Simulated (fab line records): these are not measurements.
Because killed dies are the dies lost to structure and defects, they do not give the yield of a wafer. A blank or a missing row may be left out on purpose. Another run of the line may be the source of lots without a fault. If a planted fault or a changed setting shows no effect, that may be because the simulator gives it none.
Chamber matching    flow nand_harc    NHARC_A_STAIRCASE_DESCUM_186 on rie_diel-11 has 4 sister chambers
The step chemistry O2, time 3 s. 14 wafers are shown with their chamber, then 7 later ones without.

== WAFERS WITH THEIR CHAMBER ==
wafer   chamber  drypump_motor_current_A (A)  showerhead_plenum_p_Torr (Torr)  oes_product_au (a.u.)
L076.1  1        5.1                          1.81                             1.009
L076.3  3        5.4                          1.83                             1.008
L076.6  0        6.0                          1.96                             0.978
L078.2  3        5.5                          1.82                             1.021
L078.5  1        5.1                          1.81                             1.017
L078.6  2        5.1                          1.84                             1.007
L085.2  3        5.5                          1.82                             1.009
L085.3  0        6.0                          1.96                             0.966
L085.4  1        5.1                          1.80                             0.996
L086.3  3        5.5                          1.82                             1.008
L086.4  2        5.1                          1.83                             0.993
L086.6  2        5.1                          1.83                             0.984
L088.2  2        5.1                          1.83                             0.992
L088.5  3        5.4                          1.82                             1.010

SIGNATURES (averages over the wafers above)
reading                   chamber 0  chamber 1  chamber 2  chamber 3  scatter within a chamber
drypump_motor_current_A   6.000      5.100      5.100      5.460      0.0346
showerhead_plenum_p_Torr  1.9600     1.8067     1.8325     1.8220     0.00471
oes_product_au            0.97200    1.00733    0.99400    1.01120    0.00833
Rule: for each reading, subtract the chamber's mean from the wafer's reading, divide by that reading's scatter and square the result; add these up over the readings and take the root, which gives the wafer's distance from the chamber. If the next closest chamber is less than 2 further off than the closest, the wafer can't be placed; otherwise it belongs to the closest. How the scatter is found: for the shown wafers, subtract from each reading the mean of its chamber, square and add these, divide the total by (wafers less chambers), then take the root.

== WAFERS WITHOUT THEIR CHAMBER ==
wafer   drypump_motor_current_A (A)  showerhead_plenum_p_Torr (Torr)  oes_product_au (a.u.)
L088.6  5.1                          1.83                             0.992
L090.1  6.0                          1.95                             0.974
L090.3  5.1                          1.80                             0.999
L090.4  5.5                          1.81                             1.010
L094.1  5.1                          1.80                             1.017
L094.3  6.0                          1.95                             0.991
L094.5  5.1                          1.83                             1.019

== CHAMBER TAKEN BY EACH ==
wafer   from the rows above  in truth
L088.6  2                    2
L090.1  0                    0
L090.3  1                    1
L090.4  3                    3
L094.1  1                    1
L094.3  0                    0
L094.5  2                    2
7 of 7 placed correctly. Not placeable from these rows: 0. Wrongly placed: 0.
